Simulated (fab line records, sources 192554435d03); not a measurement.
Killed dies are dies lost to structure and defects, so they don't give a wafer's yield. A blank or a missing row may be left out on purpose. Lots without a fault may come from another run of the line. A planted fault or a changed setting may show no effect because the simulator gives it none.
One fault seen from 2 desks | flow n5_finfet | each desk has only its own numbers; what lay behind them comes last

THE TOOL OWNER'S DESK: litho_track-05
The tool's own readings at N5_BEOL_M14_COAT_58 (time 60 s, resist thk 89 nm): means of the sampled wafers that have a number, for each lot that ran on this tool. A lot is out of limits, marked OUT, if its mean lies more than 4 standard deviations from the usual mean; the brackets give that distance.
Columns: A = dispense_pressure_kPa at N5_BEOL_M14_COAT_58, usual 52.1 kPa; B = spin_speed_rpm at N5_BEOL_M14_COAT_58, usual 1499.9 rpm
lot  | first seen here | A    | B
L572 | day 12 12:10    | 54.7 | 1501.0
L575 | day 12 23:05    | 54.7 | 1500.0
L578 | day 14 11:38    | 54.7 | 1498.5
L583 | day 15 05:23    | 54.7 | 1365.0 (-99 or more) OUT
L584 | day 15 08:50    | 54.7 | 1365.6 (-99 or more) OUT
L585 | day 15 22:25    | 54.7 | 1365.9 (-99 or more) OUT
This desk's finding: out of limits on L583, L584, L585; first on L583, day 15 05:23 (spin_speed_rpm at N5_BEOL_M14_COAT_58). In limits: L572, L575, L578.

THE METROLOGY DESK
What the gauges read, lot by lot, whatever tool the lot ran on: means of the sampled wafers that have a number. A lot is out of limits, marked OUT, if its mean lies more than 4 standard deviations from the usual mean; the brackets give that distance.
Columns: A = cd_nm at N5_BEOL_M14_CD_MEAS_10, usual 249.9 nm
lot  | first seen here | A
L569 | day 11 09:49    | 250.5
L572 | day 12 13:38    | 250.3
L573 | day 12 19:16    | 249.8
L575 | day 12 23:29    | 250.4
L576 | day 13 18:26    | 250.4
L578 | day 14 11:55    | 251.0
L583 | day 15 05:40    | 249.1
L584 | day 15 09:14    | 249.6
L585 | day 15 22:49    | 250.5
L587 | day 16 03:01    | 250.1
L588 | day 16 04:05    | 251.3
L589 | day 16 23:35    | 250.4
This desk's finding: nothing out of limits on any of the 12 lots.

PUT TOGETHER
The tool owner's desk could have raised an alarm at day 15 05:23, on L583, L584, L585.
The metrology desk saw nothing out of limits.
The metrology desk has L583, L584, L585 on record, within its limits.
Of the lots named, all ran N5_BEOL_M14_COAT_58 on litho_track-05.

WHAT THE SIMULATOR HAD PUT IN
Process parameter drift: litho_track-05, from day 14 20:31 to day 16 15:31, at N5_BEOL_M14_COAT_58. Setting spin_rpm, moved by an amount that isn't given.
Lots struck among those shown: L583, L584, L585.
Hours from the fault's start to each desk's first reading out of limits: the tool owner's desk, 9.
